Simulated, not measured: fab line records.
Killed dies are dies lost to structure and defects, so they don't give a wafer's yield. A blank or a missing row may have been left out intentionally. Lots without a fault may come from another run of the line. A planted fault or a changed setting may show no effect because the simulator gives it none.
Which tool was responsible? :: flow n5Finfet :: Sampling: 12 lots, 36 wafers, 3 of 1938 route steps

## WHAT THE GAUGES SHOWED, per wafer
N5_BEOL_M9_RS_MEAS_57: measurement is done with a four-point probe.
lot: L074
measured: day 10 07:59
on: filmMetro-01
M9_RS (ohm/sq): 0.145 0.148 0.153

lot: L077
measured: day 11 03:21
on: filmMetro-01
M9_RS (ohm/sq): 0.157 0.148 0.154

lot: L081
measured: day 11 08:58
on: filmMetro-02
M9_RS (ohm/sq): 0.160 0.151 0.157

lot: L080
measured: day 11 13:00
on: filmMetro-02
M9_RS (ohm/sq): 0.149 0.158 0.157

lot: L084
measured: day 12 12:49
on: filmMetro-02
M9_RS (ohm/sq): 0.158 0.160 0.159

lot: L085
measured: day 12 17:04
on: filmMetro-01
M9_RS (ohm/sq): 0.149 0.149 0.157

lot: L087
measured: day 13 03:22
on: filmMetro-01
M9_RS (ohm/sq): 0.147 0.150 0.148

lot: L088
measured: day 13 11:13
on: filmMetro-01
M9_RS (ohm/sq): 0.155 0.157 0.158

lot: L091
measured: day 13 21:35
on: filmMetro-01
M9_RS (ohm/sq): 0.140 0.159 0.148

lot: L092
measured: day 14 20:56
on: filmMetro-01
M9_RS (ohm/sq): 0.158 0.161 0.164

lot: L095
measured: day 15 04:43
on: filmMetro-02
M9_RS (ohm/sq): 0.159 0.154 0.155

lot: L097
measured: day 15 09:40
on: filmMetro-01
M9_RS (ohm/sq): 0.145 0.153 0.149

## EACH LOT AND THE TOOL THAT RAN IT (in order: tool; ch and the chambers of the sampled wafers; start)
lot: L074
N5_BEOL_M9_CURE_72: uvCure-01 ch 1, day 10 04:33
N5_BEOL_M9_ALD_74: aldMetal-02 ch 2,3, day 10 04:59

lot: L077
N5_BEOL_M9_CURE_72: uvCure-01 ch 1, day 11 01:13
N5_BEOL_M9_ALD_74: aldMetal-03 ch 1,3, day 11 01:41

lot: L081
N5_BEOL_M9_CURE_72: uvCure-02 ch 0, day 11 06:44
N5_BEOL_M9_ALD_74: aldMetal-04 ch 0,3, day 11 07:11

lot: L080
N5_BEOL_M9_CURE_72: uvCure-02 ch 0, day 11 10:33
N5_BEOL_M9_ALD_74: aldMetal-04 ch 2,3, day 11 11:25

lot: L084
N5_BEOL_M9_CURE_72: uvCure-03 ch 0, day 12 10:42
N5_BEOL_M9_ALD_74: aldMetal-04 ch 0,1,3, day 12 11:04

lot: L085
N5_BEOL_M9_CURE_72: uvCure-01 ch 2, day 12 13:20
N5_BEOL_M9_ALD_74: aldMetal-03 ch 0,2, day 12 15:17

lot: L087
N5_BEOL_M9_CURE_72: uvCure-01 ch 2, day 13 00:54
N5_BEOL_M9_ALD_74: aldMetal-04 ch 0,1,3, day 13 01:38

lot: L088
N5_BEOL_M9_CURE_72: uvCure-03 ch 0, day 13 07:04
N5_BEOL_M9_ALD_74: aldMetal-02 ch 1,3, day 13 07:42

lot: L091
N5_BEOL_M9_CURE_72: uvCure-02 ch 0, day 13 18:41
N5_BEOL_M9_ALD_74: aldMetal-02 ch 0,1,3, day 13 19:22

lot: L092
N5_BEOL_M9_CURE_72: uvCure-01 ch 0, day 14 17:41
N5_BEOL_M9_ALD_74: aldMetal-02 ch 0,1,3, day 14 19:06

lot: L095
N5_BEOL_M9_CURE_72: uvCure-02 ch 1, day 15 01:13
N5_BEOL_M9_ALD_74: aldMetal-04 ch 0,2,3, day 15 01:47

lot: L097
N5_BEOL_M9_CURE_72: uvCure-01 ch 0, day 15 06:41
N5_BEOL_M9_ALD_74: aldMetal-04 ch 0,1,2, day 15 07:13
- N5_BEOL_M9_CURE_72: cures SiCOH lowk, time 120 s.
- N5_BEOL_M9_ALD_74: deposits TaN, target thk 2 nm, pulse time 2 s, purge time 3 s.

## THE ANSWER, worked out from the rows above alone
Rule: what is usual is taken from the lots themselves. Put in order of their means at a reading, lots are off if they are a third of the lots or fewer, leave a main group of 4 or more, and stand apart from it by a gap of 3 or more times the standard deviation of the main group's means; of several such gaps the widest counts. Not used: any main group whose means are identical at the precision the tables above print for the reading. Also off: a lot with no number at a reading for which 4 or more lots have one. The other lots that the step has rows for count as sound.
Nothing can be told from this: no lot is off at any reading shown.

## WHAT THE SIMULATOR HAD INSERTED
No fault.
